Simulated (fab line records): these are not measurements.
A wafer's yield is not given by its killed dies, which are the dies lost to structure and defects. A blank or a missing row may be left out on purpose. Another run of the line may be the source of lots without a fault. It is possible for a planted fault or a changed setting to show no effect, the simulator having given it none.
Chamber matching	flow nand-harc	rie-diel-06 running NHARC_P_CONTACT_ETCH_35: 4 sister chambers
The step etches the open film in CF4, target depth 39 nm, time 65 s. 8 wafers are shown with their chamber, then 10 later ones without.

== WAFERS, EACH WITH ITS CHAMBER ==
wafer	chamber	oes-product-au (a.u.)	rf-vpp-V (V)
L075.5	2	0.994	151.9
L082.1	1	0.998	150.1
L082.4	0	1.005	151.8
L084.1	2	0.999	149.7
L084.3	0	1.010	151.8
L084.5	3	0.987	151.3
L086.3	1	0.995	150.2
L086.4	3	1.005	151.6

== WAFERS WITH NO CHAMBER GIVEN ==
wafer	oes-product-au (a.u.)	rf-vpp-V (V)
L086.5	0.999	151.7
L088.1	0.990	150.6
L088.4	0.984	149.3
L088.5	0.992	151.2
L096.1	1.000	149.8
L096.2	1.004	151.4
L096.3	1.007	154.6
L097.2	0.999	153.1
L097.3	0.991	153.0
L097.5	1.000	152.8

== WHICH CHAMBER EACH WENT THROUGH ==
wafer	from the rows above	in truth
L086.5	can't be placed: 3 or 2 or 0 or 1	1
L088.1	can't be placed: 2 or 1 or 3 or 0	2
L088.4	can't be placed: 1 or 2 or 3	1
L088.5	can't be placed: 3 or 2 or 1 or 0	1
L096.1	can't be placed: 1 or 2 or 3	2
L096.2	can't be placed: 0 or 3 or 2 or 1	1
L096.3	can't be placed: 0 or 3 or 2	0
L097.2	can't be placed: 0 or 3 or 2 or 1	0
L097.3	can't be placed: 3 or 0 or 2 or 1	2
L097.5	can't be placed: 0 or 3 or 2 or 1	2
0 of 10 placed correctly. These rows do not allow placing 10 (true chamber among the candidates in 10). Placed wrongly: 0.
How it was worked out, from the rows above alone: a wafer's distance from a chamber is the root of the sum, over the readings, of the square of ((its reading less the chamber's mean) divided by the reading's scatter). The wafer belongs to the nearest chamber; if the next one is less than 2 further off, it can't be placed. The mean given for a chamber averages the wafers shown for that chamber. How the scatter is found: for the shown wafers, subtract from each reading the mean of its chamber, square and add these, divide the total by (wafers less chambers), then take the root.
